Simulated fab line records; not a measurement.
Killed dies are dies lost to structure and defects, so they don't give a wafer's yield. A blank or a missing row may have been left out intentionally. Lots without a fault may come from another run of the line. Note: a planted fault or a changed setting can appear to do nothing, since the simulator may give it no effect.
fab line records	flow n5-finfet
record lots=10	wafers=30	last-day=18
route steps=1938 shown BEOL_M14@1767 BEOL_M15@1790 PASSIVATION@1936
lots that met no fault: taken from a fault-free run of the same line
start-h: start of the lot's first displayed wafer, in hours after the record's first day	wait-h: hours from the lot's prior step to this one	" the same as in the row above	L1.1+2: a single row standing in for several wafers	- no value present, or no start provided	* or withheld: withheld	< > ~ a bound
route shown NAME@n: NAME is a module with steps in the file, n the number in the route of the first one	usual: mean/standard deviation taken from wafers without a fault	same: alike in all rows	chamber/n: place in a boat	sites: per-site readings	_std_site: the standard deviation of these	_edge_site: mean of outer sites minus mean of inner sites	radius-mm: how far each site lies from the wafer's centre	mask NAME#n: copy n	behind: the most recent tool/chamber to have shaped the wafer	hold: why the lot went on hold/how many hours it stayed there/how the hold came to an end	device: transistor that didn't switch, given as n, p or np	end of line: tests of these same wafers at the route's end	where a step has no rows: the recipe by itself	killed: dies lost to structure and defects at the first sort, not the wafer's yield	map: dies across one wafer; x = killed, . = not, _ = none there
set.NAME: setting as actually run; set.NAME@STEP: the setting as run at that earlier step	model.NAME: the simulator's own value behind a step, which no gauge read
a sample of lots followed through the steps of the route, with each step as a table and each wafer as a row
services: when a tool's chamber went out of use (start-h, in hours from the record's first day, below 0 if earlier), for how many hours, and the reason
## steps
# step N5_BEOL_M14_CMP_49
# recipe stop-on=SiO2	t-overpolish-s=5.2	down-force-psi=2	platen-rpm=80	clearing-platen-down-force-psi=2	clearing-platen-rpm=80	post-cmp-clean=cu-alkaline	target-thk-nm=560	clearing-platen-pad-velocity-m-s=1.5917	pad-velocity-m-s=1.5917
# usual barrier-field-endpoint-s=11.3/0.33	motor-current-A=8.1/0.55	overpolish-run-s=5.200/0.0085	platen-rpm=79.99/0.055	slurry-filter-dp-kPa=13.49/0.13	time-to-endpoint-s=122/5.9
lot.wafer	tool	chamber	start-h	wait-h	barrier-field-endpoint-s	motor-current-A	overpolish-run-s	platen-rpm	slurry-filter-dp-kPa	time-to-endpoint-s
L826.3	cmp-04	2	276.25	0.2	11.1	9.0	5.220	79.94	13.49	115
L826.1	"	1	"	"	11.6	8.3	5.225	80.13	13.61	124
L826.6	"	2	"	"	11.2	9.4	5.199	79.97	13.42	118
L828.3	cmp-03	0	297.21	0.2	11.3	7.6	5.204	79.98	13.33	125
L828.4	"	2	"	"	11.1	8.4	5.198	80.00	13.33	123
L828.6	"	0	"	"	11.4	7.4	5.197	79.94	13.45	124
L830.3	cmp-02	2	308.76	0.3	10.8	8.1	5.194	79.98	13.48	114
L830.2	"	3	"	"	11.5	7.6	5.194	79.99	13.42	126
L830.5	"	0	"	"	11.2	8.7	5.188	80.02	13.46	117
L831.4	cmp-02	2	311.03	0.1	10.8	8.4	5.202	80.05	13.51	112
L831.2	"	0	"	"	11.3	8.6	5.199	80.07	13.67	120
L831.1	"	1	"	"	11.2	7.3	5.198	79.95	13.62	116
L834.3	cmp-03	3	323.71	0.2	11.1	7.0	5.205	79.96	13.41	119
L834.2	"	0	"	"	11.6	7.7	5.206	80.05	13.34	130
L834.6	"	0	"	"	12.0	7.9	5.199	80.02	13.67	133
L838.3	cmp-04	3	366.86	0.2	10.9	7.5	5.216	79.99	13.50	120
L838.4	"	0	"	"	10.9	9.1	5.205	79.97	13.63	121
L838.2	"	1	"	"	11.3	8.2	5.189	79.96	13.42	129
L843.1	cmp-04	2	404.01	0.3	11.3	8.7	5.195	80.03	13.46	122
L843.2	"	3	"	"	11.4	7.7	5.190	79.96	13.61	124
L843.5	"	1	"	"	11.6	8.3	5.203	80.01	13.69	131
L844.2	cmp-03	0	404.40	0.2	11.4	7.7	5.205	80.01	13.26	123
L844.3	"	1	"	"	11.9	8.3	5.204	79.97	13.43	134
L844.4	"	3	"	"	11.3	7.3	5.206	79.98	13.47	119
L845.3	cmp-02	2	407.76	0.2	10.8	8.1	5.207	80.03	13.57	112
L845.2	"	3	"	"	11.4	7.6	5.215	79.99	13.55	123
L845.4	"	0	"	"	11.1	8.6	5.207	80.01	13.51	117
L846.4	cmp-03	3	411.88	0.1	11.4	7.7	5.207	79.98	13.47	123
L846.2	"	0	"	"	11.5	7.7	5.206	79.98	13.56	125
L846.5	"	0	"	"	11.6	7.7	5.198	79.92	13.25	126
# step N5_BEOL_M14_INSPECT_55
# recipe inspect-instrument=darkfield	mode=post-dep
# usual raw-defect-count=72/22
lot.wafer	tool	chamber	start-h	wait-h	raw-defect-count
L826.1	defect-inspect-01	-	276.71	0.0	60
L826.3	"	-	"	"	120
L826.6	"	-	"	"	57
L828.3	defect-inspect-01	-	297.66	0.0	58
L828.4	"	-	"	"	51
L828.6	"	-	"	"	65
L830.2	defect-inspect-01	-	309.13	0.0	70
L830.3	"	-	"	"	53
L830.5	"	-	"	"	38
L831.1	defect-inspect-02	-	311.48	0.0	68
L831.2	"	-	"	"	67
L831.4	"	-	"	"	102
L834.2	defect-inspect-01	-	324.17	0.0	48
L834.3	"	-	"	"	41
L834.6	"	-	"	"	66
L838.2	defect-inspect-01	-	367.31	0.0	66
L838.3	"	-	"	"	60
L838.4	"	-	"	"	42
L843.1	defect-inspect-02	-	404.42	0.0	94
L843.2	"	-	"	"	47
L843.5	"	-	"	"	97
L844.2	defect-inspect-01	-	404.85	0.0	41
L844.3	"	-	"	"	40
L844.4	"	-	"	"	64
L845.2	defect-inspect-02	-	408.17	0.0	75
L845.3	"	-	"	"	91
L845.4	"	-	"	"	56
L846.2	defect-inspect-01	-	412.33	0.0	91
L846.4	"	-	"	"	67
L846.5	"	-	"	"	61
# step N5_BEOL_M15_STRIP_64
# recipe chemistry=O2	power-w=600	temp-c=60	pressure-mtorr=30	rf-frequency-hz=6e+07	bias-power-w=0	overash-fraction=0.3	o2-flow-sccm=225
# usual chamber-pressure-mTorr=30.002/0.027	drypump-motor-current-A=5.8/0.36	oes-product-au=0.82/0.079	rf-vpp-V=3.6/0.52	showerhead-plenum-p-Torr=2.15/0.069	temp-c=59.98/0.13	throttle-valve-pct=16.63/0.22
lot.wafer	tool	chamber	start-h	wait-h	chamber-pressure-mTorr	drypump-motor-current-A	oes-product-au	rf-hours-counter-h	rf-vpp-V	showerhead-plenum-p-Torr	temp-c	throttle-valve-pct
L826.1	rie-diel-04	3	277	-	30.021	5.4	0.81	94	3.0	2.12	60.05	16.38
L826.3	"	2	"	"	29.996	5.4	0.77	144	4.0	2.21	60.09	16.90
L826.6	"	2	"	"	30.038	5.4	0.76	-	4.6	2.21	59.92	16.88
L828.3	rie-diel-02	2	298	-	30.016	5.2	0.86	61	3.0	2.13	60.23	16.63
L828.4	"	1	"	"	29.981	5.9	0.72	184	4.0	2.08	59.98	16.92
L828.6	"	0	"	"	30.012	6.6	0.98	-	3.9	2.22	59.91	16.33
L830.2	rie-diel-06	3	310	-	29.957	5.9	0.79	106	4.1	2.02	60.08	16.97
L830.3	"	2	"	"	29.989	5.9	0.73	173	4.2	2.20	59.95	16.56
L830.5	"	3	"	"	30.016	5.8	0.79	-	4.4	2.02	60.16	16.97
L831.1	rie-diel-02	2	312	-	29.992	5.2	0.84	67	3.4	2.12	59.83	16.65
L831.2	"	3	"	"	29.995	5.9	0.83	80	3.0	2.14	59.90	16.71
L831.4	"	1	"	"	30.018	5.9	0.71	190	2.8	2.08	60.17	16.94
L834.2	rie-diel-04	3	325	-	30.011	5.4	0.80	108	3.6	2.12	59.88	16.45
L834.3	"	2	"	"	39.022	5.4	0.74	158	2.9	2.21	60.11	16.91
L834.6	"	3	"	"	30.015	5.4	0.79	-	3.0	2.12	59.79	16.44
L838.2	rie-diel-02	1	368	-	30.036	5.9	0.70	206	3.0	2.07	59.84	16.98
L838.3	"	3	"	"	29.992	5.9	0.82	96	2.8	2.13	60.03	16.73
L838.4	"	0	"	"	29.996	6.5	0.93	26	3.2	2.21	60.04	16.35
L843.1	rie-diel-04	3	405	-	30.040	5.4	0.75	130	3.4	2.11	59.92	16.49
L843.2	"	0	"	"	29.998	6.3	0.87	43	3.0	2.24	60.09	16.74
L843.5	"	1	"	"	29.987	5.8	0.89	-	3.1	2.04	60.03	16.44
L844.2	rie-diel-04	2	406	-	30.073	5.4	0.72	180	4.0	2.20	60.13	16.96
L844.3	"	1	"	"	30.019	5.8	0.89	36	3.3	2.04	60.14	16.43
L844.4	"	0	"	"	29.995	6.3	0.88	43	3.0	2.24	60.07	16.72
L845.2	rie-diel-04	3	409	-	30.036	5.4	0.76	131	4.1	2.11	60.11	16.47
L845.3	"	0	"	"	29.976	6.3	0.88	45	4.3	2.24	60.35	16.73
L845.4	"	1	"	"	29.975	5.8	0.89	37	4.1	2.04	60.24	16.44
L846.2	rie-diel-04	0	413	-	30.028	6.3	0.87	47	3.1	2.24	59.94	16.74
L846.4	"	1	"	"	29.998	5.8	0.88	39	3.4	2.03	59.91	16.43
L846.5	"	0	"	"	30.013	6.3	0.87	-	3.8	2.24	59.97	16.73
# step N5_BEOL_M15_CD_MEAS_17
# recipe target-cd-nm=360	polarity=opening
# usual cd-nm=361.1/2.4
lot.wafer	tool	chamber	start-h	wait-h	cd-nm
L826.1	cd-sem-03	-	278.01	0.0	364.2
L826.3	"	-	"	"	364.0
L826.6	"	-	"	"	360.3
L828.3	cd-sem-03	-	299.00	0.0	361.1
L828.4	"	-	"	"	360.0
L828.6	"	-	"	"	365.3
L830.2	cd-sem-03	-	310.71	0.0	360.2
L830.3	"	-	"	"	360.4
L830.5	"	-	"	"	358.0
L831.1	cd-sem-03	-	313.11	0.0	360.8
L831.2	"	-	"	"	363.2
L831.4	"	-	"	"	359.4
L834.2	cd-sem-03	-	325.56	0.0	361.4
L834.3	"	-	"	"	363.3
L834.6	"	-	"	"	365.0
L838.2	cd-sem-03	-	368.49	0.0	361.1
L838.3	"	-	"	"	362.2
L838.4	"	-	"	"	362.4
L843.1	cd-sem-02	-	405.60	0.0	362.4
L843.2	"	-	"	"	361.2
L843.5	"	-	"	"	363.4
L844.2	cd-sem-03	-	406.16	0.0	358.4
L844.3	"	-	"	"	357.2
L844.4	"	-	"	"	356.6
L845.2	cd-sem-01	-	409.60	0.0	359.7
L845.3	"	-	"	"	359.2
L845.4	"	-	"	"	359.9
L846.2	cd-sem-03	-	413.61	0.0	358.7
L846.4	"	-	"	"	360.2
L846.5	"	-	"	"	357.5
# step N5_PASSIVATION_PROBE_49
# usual defect-limited-yield=91.7/1.5	killed_at_M0_to_M3=32/10	killed_at_M4_up=14/5.3	killed-at-contacts=13/5.7	killed-at-front-end=37/10	killed-at-other=3.3/2.5	killed-dies=98/18	killed-open=65/13	killed-short=31/7.5	sort_bin_5_function=4.9/0.91	sort_bin_6_memory=3.1/0.71	sort-n-pass=1082/18	sort-yield-pct=91.7/1.5
# same gross-dies=1180	killed-at-back-side=0	sort_bin_4_leakage[%]=0	sort_bin_8_speed[%]=0
lot.wafer	tool	chamber	start-h	wait-h	defect-limited-yield[%]	killed_at_M0_to_M3	killed_at_M4_up	killed-at-contacts	killed-at-front-end	killed-at-other	killed-dies	killed-open	killed-short	sort_bin_5_function[%]	sort_bin_6_memory[%]	sort-n-pass	sort-yield-pct[%]
L826.1	prober-01	-	300.38	0.0	94.2	22	10	7	29	0	68	37	24	3.0	2.1	1112	94.2
L826.3	prober-01	-	300.48	0.1	91.2	26	10	16	49	3	104	65	39	5.2	3.4	1076	91.2
L826.6	prober-01	-	300.63	0.3	91.3	28	17	11	45	2	103	57	42	4.8	3.2	1077	91.3
L828.3	prober-01	-	316.77	0.1	91.9	29	8	12	43	4	96	68	27	4.2	3.5	1084	91.9
L828.4	prober-01	-	316.82	0.2	93.2	31	13	13	22	1	80	51	25	4.1	2.3	1100	93.2
L828.6	prober-01	-	316.92	0.3	91.8	29	21	18	24	5	97	72	24	5.2	3.0	1083	91.8
L830.2	prober-02	-	331.64	0.1	88.9	52	31	7	36	5	131	85	46	6.8	3.8	1049	88.9
L830.3	prober-02	-	331.69	0.1	89.8	40	12	17	46	5	120	81	39	6.0	3.9	1060	89.8
L830.5	prober-02	-	331.79	0.2	91.8	30	12	15	38	2	97	66	30	4.6	3.5	1083	91.8
L834.2	prober-01	-	342.45	0.1	91.4	37	18	13	26	7	101	59	37	6.0	2.0	1079	91.4
L834.3	prober-01	-	342.50	0.1	91.7	29	10	12	42	5	98	58	37	4.7	3.1	1082	91.7
L834.6	prober-01	-	342.65	0.3	92.9	27	15	21	16	5	84	61	23	4.0	2.9	1096	92.9
L844.2	prober-02	-	428.52	0.1	91.3	28	16	10	44	5	103	74	29	5.1	3.3	1077	91.3
L844.3	prober-02	-	428.57	0.1	89.9	47	11	10	48	3	119	82	33	5.3	4.2	1061	89.9
L844.4	prober-02	-	428.62	0.2	90.0	39	20	9	46	4	118	85	33	5.8	4.1	1062	90.0
L843.1	prober-02	-	428.77	0.1	94.3	20	8	3	33	3	67	41	20	2.9	2.2	1113	94.3
L843.2	prober-02	-	428.82	0.2	92.8	37	12	8	26	2	85	55	29	4.7	2.1	1095	92.8
L843.5	prober-02	-	428.97	0.3	93.9	18	9	8	33	4	72	43	28	3.2	2.5	1108	93.9
L846.2	prober-01	-	432.68	0.1	94.7	17	17	7	22	0	63	44	19	3.5	1.8	1117	94.7
L846.4	prober-01	-	432.78	0.2	92.9	22	13	18	28	3	84	64	19	4.3	2.5	1096	92.9
L846.5	prober-01	-	432.83	0.2	92.4	29	25	14	21	1	90	53	37	4.7	2.8	1090	92.4
L845.2	prober-02	-	434.63	0.1	91.0	29	12	16	47	2	106	69	36	5.6	3.1	1074	91.0
L845.3	prober-02	-	434.68	0.1	92.2	24	13	12	33	10	92	54	37	5.0	2.4	1088	92.2
L845.4	prober-02	-	434.73	0.2	89.2	41	16	23	47	1	128	82	46	6.2	4.4	1052	89.2
# killed by level:class
L826.1 MOL_CONTACT_COAG:geometric-particle:open=6 BEOL_M0_SAQP:geometric-particle:short=6 HKMG_FIN:area-etch=6 FIN_SAQP:geometric-particle:short=5 BEOL_M0_SAQP:geometric-particle:open=5 DUMMY_GATE:geometric-particle:open=4 BEOL_M4:geometric-particle:open=4 FIN_SAQP:geometric-particle:open=3
L826.3 MOL_CONTACT_COAG:geometric-particle:open=15 FIN_SAQP:geometric-particle:short=14 BEOL_M0_SAQP:geometric-particle:open=8 FIN_SAQP:geometric-particle:open=6 DUMMY_GATE:geometric-particle:open=6 BEOL_M0_SAQP:geometric-particle:short=6 GATE_CUT:geometric-particle:short=5 GATE_CUT:geometric-particle:open=4
L826.6 MOL_CONTACT_COAG:geometric-particle:open=9 BEOL_M4:geometric-particle:open=9 BEOL_M0_SAQP:geometric-particle:open=7 FIN_SAQP:geometric-particle:short=6 BEOL_M0_SAQP:geometric-particle:short=6 FIN_SAQP:geometric-particle:open=5 DUMMY_GATE:geometric-particle:open=5 BEOL_M2:geometric-particle:open=5
L828.3 FIN_SAQP:geometric-particle:open=13 MOL_CONTACT_COAG:geometric-particle:open=11 BEOL_M1:geometric-particle:open=10 STI_FIN_REVEAL:geometric-particle:open=8 FIN_SAQP:geometric-particle:short=7 DUMMY_GATE:geometric-particle:open=7 BEOL_M0_SAQP:geometric-particle:open=4 BEOL_M7:geometric-particle:open=4
L828.4 MOL_CONTACT_COAG:geometric-particle:open=11 BEOL_M2:geometric-particle:open=8 FIN_SAQP:geometric-particle:short=6 BEOL_M1:geometric-particle:open=6 BEOL_M0_SAQP:geometric-particle:short=4 BEOL_M2:geometric-particle:short=4 FIN_SAQP:geometric-particle:open=3 DUMMY_GATE:geometric-particle:open=3
L828.6 BEOL_M2:geometric-particle:open=19 BEOL_M4:geometric-particle:open=10 MOL_CONTACT_COAG:geometric-particle:short=9 MOL_CONTACT_COAG:geometric-particle:open=9 FIN_SAQP:geometric-particle:open=7 BEOL_M1:geometric-particle:open=5 BEOL_M5:geometric-particle:open=4 BEOL_M3:geometric-particle:open=3
L830.2 BEOL_M0_SAQP:geometric-particle:short=17 BEOL_M1:geometric-particle:open=10 BEOL_M4:geometric-particle:open=10 BEOL_M0_SAQP:geometric-particle:open=9 MOL_CONTACT_COAG:geometric-particle:open=7 BEOL_M3:geometric-particle:open=7 BEOL_M5:geometric-particle:open=6 STARTING-WAFER:geometric-particle:open=6
L830.3 MOL_CONTACT_COAG:geometric-particle:open=14 BEOL_M0_SAQP:geometric-particle:short=13 BEOL_M2:geometric-particle:open=9 FIN_SAQP:geometric-particle:open=8 STI_FIN_REVEAL:geometric-particle:open=8 DUMMY_GATE:geometric-particle:open=8 BEOL_M1:geometric-particle:open=6 BEOL_M4:geometric-particle:open=6
L830.5 STI_FIN_REVEAL:geometric-particle:open=12 MOL_CONTACT_COAG:geometric-particle:open=10 BEOL_M2:geometric-particle:open=9 GATE_CUT:geometric-particle:short=8 BEOL_M0_SAQP:geometric-particle:short=8 BEOL_M3:geometric-particle:open=6 MOL_CONTACT_COAG:geometric-particle:short=5 BEOL_M4:geometric-particle:open=5
L834.2 BEOL_M0_SAQP:geometric-particle:open=12 BEOL_M0_SAQP:geometric-particle:short=11 MOL_CONTACT_COAG:geometric-particle:open=10 DUMMY_GATE:geometric-particle:open=6 BEOL_M3:geometric-particle:open=6 BEOL_M4:geometric-particle:open=6 STARTING-WAFER:geometric-particle:short=6 HKMG_FIN:area-etch=4
L834.3 FIN_SAQP:geometric-particle:open=12 BEOL_M0_SAQP:geometric-particle:short=11 MOL_CONTACT_COAG:geometric-particle:open=8 FIN_SAQP:geometric-particle:short=7 BEOL_M0_SAQP:geometric-particle:open=7 STI_FIN_REVEAL:geometric-particle:open=6 STI_FIN_REVEAL:geometric-particle:short=5 BEOL_M0:geometric-particle:open=4
L834.6 MOL_CONTACT_COAG:geometric-particle:open=17 BEOL_M0_SAQP:geometric-particle:open=10 BEOL_M4:geometric-particle:open=10 BEOL_M0_SAQP:geometric-particle:short=8 MOL_CONTACT_COAG:geometric-particle:short=4 BEOL_M5:geometric-particle:open=4 FIN_SAQP:geometric-particle:open=3 STI_FIN_REVEAL:geometric-particle:open=3
L844.2 STI_FIN_REVEAL:geometric-particle:open=14 MOL_CONTACT_COAG:geometric-particle:open=8 BEOL_M3:geometric-particle:open=7 BEOL_M4:geometric-particle:open=6 STI_FIN_REVEAL:geometric-particle:short=5 BEOL_M0_SAQP:geometric-particle:open=5 DUMMY_GATE:geometric-particle:open=4 BEOL_M2:geometric-particle:open=4
L844.3 STI_FIN_REVEAL:geometric-particle:open=13 BEOL_M3:geometric-particle:open=13 BEOL_M2:geometric-particle:open=10 DUMMY_GATE:geometric-particle:open=8 MOL_CONTACT_COAG:geometric-particle:open=8 BEOL_M0_SAQP:geometric-particle:open=6 GATE_CUT:geometric-particle:short=5 BEOL_M0_SAQP:geometric-particle:short=5
L844.4 STI_FIN_REVEAL:geometric-particle:open=15 BEOL_M2:geometric-particle:open=11 MOL_CONTACT_COAG:geometric-particle:open=9 FIN_SAQP:geometric-particle:open=8 BEOL_M1:geometric-particle:open=7 BEOL_M0_SAQP:geometric-particle:short=6 FIN_SAQP:geometric-particle:short=5 BEOL_M4:geometric-particle:open=5
L843.1 BEOL_M2:geometric-particle:open=6 FIN_SAQP:geometric-particle:short=4 GATE_CUT:geometric-particle:short=4 BEOL_M3:geometric-particle:open=4 STARTING-WAFER:geometric-particle:open=4 STI_FIN_REVEAL:geometric-particle:open=3 BEOL_M0:geometric-particle:open=3 STARTING-WAFER:geometric-particle:short=3
L843.2 BEOL_M2:geometric-particle:open=10 MOL_CONTACT_COAG:geometric-particle:open=7 BEOL_M1:geometric-particle:open=7 GATE_CUT:geometric-particle:open=6 BEOL_M2:geometric-particle:short=6 GATE_CUT:geometric-particle:short=5 BEOL_M3:geometric-particle:open=5 BEOL_M0_SAQP:geometric-particle:short=4
L843.5 FIN_SAQP:geometric-particle:open=9 FIN_SAQP:geometric-particle:short=9 BEOL_M2:geometric-particle:open=8 MOL_CONTACT_COAG:geometric-particle:open=7 BEOL_M0_SAQP:geometric-particle:short=5 GATE_CUT:geometric-particle:short=4 DUMMY_GATE:geometric-particle:open=2 GATE_CUT:geometric-particle:open=2
L846.2 BEOL_M4:geometric-particle:open=13 ILD0:geometric-particle:short=5 MOL_CONTACT_COAG:geometric-particle:open=5 BEOL_M3:geometric-particle:open=5 ILD0:geometric-particle:open=4 BEOL_M0_SAQP:geometric-particle:short=4 STI_FIN_REVEAL:geometric-particle:open=3 DUMMY_GATE:geometric-particle:open=3
L846.4 MOL_CONTACT_COAG:geometric-particle:open=16 BEOL_M1:geometric-particle:open=8 BEOL_M2:geometric-particle:open=6 BEOL_M4:geometric-particle:open=5 STI_FIN_REVEAL:geometric-particle:open=4 DUMMY_GATE:geometric-particle:open=4 GATE_CUT:geometric-particle:short=4 BEOL_M0_SAQP:geometric-particle:open=4
L846.5 BEOL_M4:geometric-particle:open=15 BEOL_M0_SAQP:geometric-particle:short=9 MOL_CONTACT_COAG:geometric-particle:open=8 FIN_SAQP:geometric-particle:short=7 MOL_CONTACT_COAG:geometric-particle:short=6 BEOL_M2:geometric-particle:open=5 BEOL_M3:geometric-particle:open=5 ILD0:geometric-particle:short=4
L845.2 FIN_SAQP:geometric-particle:open=14 MOL_CONTACT_COAG:geometric-particle:open=12 BEOL_M0_SAQP:geometric-particle:open=11 BEOL_M0_SAQP:geometric-particle:short=10 STI_FIN_REVEAL:geometric-particle:open=8 GATE_CUT:geometric-particle:short=8 FIN_SAQP:geometric-particle:short=6 MOL_CONTACT_COAG:geometric-particle:short=4
L845.3 FIN_SAQP:geometric-particle:open=12 BEOL_M0_SAQP:geometric-particle:short=8 BEOL_M0_SAQP:geometric-particle:open=8 MOL_CONTACT_COAG:geometric-particle:open=7 FIN_SAQP:geometric-particle:short=5 MOL_CONTACT_COAG:geometric-particle:short=5 GATE_CUT:geometric-particle:short=4 BEOL_M4:geometric-particle:short=4
L845.4 MOL_CONTACT_COAG:geometric-particle:open=19 BEOL_M0_SAQP:geometric-particle:short=19 FIN_SAQP:geometric-particle:open=16 BEOL_M0_SAQP:geometric-particle:open=12 GATE_CUT:geometric-particle:short=7 BEOL_M5:geometric-particle:open=6 STI_FIN_REVEAL:geometric-particle:open=5 BEOL_M3:geometric-particle:open=5
## services
tool	chamber	start-h	hours	kind
rie-diel-04	1	256.49	-	clean
rie-diel-04	1	256.49	-	consumable-replace:focus-ring
rie-diel-04	1	256.49	17.6	scheduled-down
rie-diel-04	1	256.49	17.6	vent-cycle
rie-diel-06	1	256.96	4.2	repair
rie-diel-02	0	265.89	-	clean
rie-diel-02	0	265.89	-	consumable-replace:focus-ring
rie-diel-02	0	265.89	-	consumable-replace:showerhead
rie-diel-02	0	265.89	15.8	scheduled-down
cmp-04	-	276.61	1.3	repair
rie-diel-06	-	301.29	2.1	repair
cmp-03	-	305.07	4.0	pm
cmp-03	-	309.07	-	consumable-replace:conditioner
cmp-03	-	309.07	-	consumable-replace:pad
cmp-03	-	329.00	0.5	repair
cmp-04	-	343.77	13.2	pm
cmp-02	-	349.16	6.5	repair
rie-diel-02	-	350.76	0.6	repair
cmp-04	-	359.60	0.8	repair
rie-diel-04	-	369.49	0.5	repair
cmp-03	-	370.78	6.8	pm
cmp-02	-	377.20	4.0	pm
rie-diel-06	3	382.22	3.5	repair
rie-diel-06	3	387.36	10.5	repair
## key
first-sign step=N5_BEOL_M15_STRIP_64	reading=chamber-pressure-mTorr	direction=up	sigmas=99+	usual=*	struck=*
effect none on later readings
met-at N5_BEOL_M15_STRIP_64
struck-lots L834
struck-wafers L834.3
not-acting-at N5_BEOL_M14_CMP_49,N5_BEOL_M14_INSPECT_55,N5_BEOL_M15_CD_MEAS_17
onset-between 277 325
fault kind=process-parameter-drift	tool=rie-diel-04	chamber=2	onset-h=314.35	steps=N5_BEOL_M15_STRIP_64	channel=pressure-mtorr	offset=*	shape=step	end-h=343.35	acts-in=*	stated=*
